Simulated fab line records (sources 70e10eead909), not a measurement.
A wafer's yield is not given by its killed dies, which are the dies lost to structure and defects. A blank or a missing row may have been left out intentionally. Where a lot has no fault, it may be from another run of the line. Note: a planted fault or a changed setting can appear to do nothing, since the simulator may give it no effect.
Chamber matching || flow nand harc || NHARC_A_ONON_D1_DEP_33 on pecvd-01: 3 sister chambers
The step deposits SiO2, target thk 200 nm. 3 wafers are shown with their chamber, then 8 later ones without.

WAFERS PAIRED WITH THEIR CHAMBERS
{"wafer": "L848.1", "chamber": 0, "throttle valve pct (%)": 16.5}
{"wafer": "L848.2", "chamber": 2, "throttle valve pct (%)": 16.4}
{"wafer": "L850.1", "chamber": 1, "throttle valve pct (%)": 15.2}

WAFERS MISSING THEIR CHAMBER
{"wafer": "L850.4", "throttle valve pct (%)": 16.3}
{"wafer": "L850.5", "throttle valve pct (%)": 15.2}
{"wafer": "L862.3", "throttle valve pct (%)": 15.2}
{"wafer": "L862.4", "throttle valve pct (%)": 15.1}
{"wafer": "L862.6", "throttle valve pct (%)": 16.4}
{"wafer": "L861.1", "throttle valve pct (%)": 15.5}
{"wafer": "L861.2", "throttle valve pct (%)": 16.5}
{"wafer": "L861.3", "throttle valve pct (%)": 14.9}

WHICH CHAMBER EACH WENT THROUGH
{"wafer": "L850.4", "from the rows above": "can't be placed: 2 or 0", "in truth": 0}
{"wafer": "L850.5", "from the rows above": 1, "in truth": 1}
{"wafer": "L862.3", "from the rows above": 1, "in truth": 1}
{"wafer": "L862.4", "from the rows above": 1, "in truth": 1}
{"wafer": "L862.6", "from the rows above": "can't be placed: 2 or 0", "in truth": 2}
{"wafer": "L861.1", "from the rows above": 1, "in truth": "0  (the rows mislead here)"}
{"wafer": "L861.2", "from the rows above": "can't be placed: 0 or 2", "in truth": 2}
{"wafer": "L861.3", "from the rows above": 1, "in truth": 1}
Correct placement for 4 of the 8. These rows do not allow placing 3 (true chamber among the candidates in 3). Number placed wrongly: 1.
How it was worked out, from the rows above alone: a wafer's distance from a chamber is the root of the sum, over the readings, of the square of ((its reading less the chamber's mean) divided by the reading's scatter). The wafer belongs to the nearest chamber; if the next one is less than 2 further off, it can't be placed. A chamber's mean is the mean of its shown wafers. The scatter: root of mean squared gap, hidden wafer to nearest shown wafer, with one shown wafer a chamber.
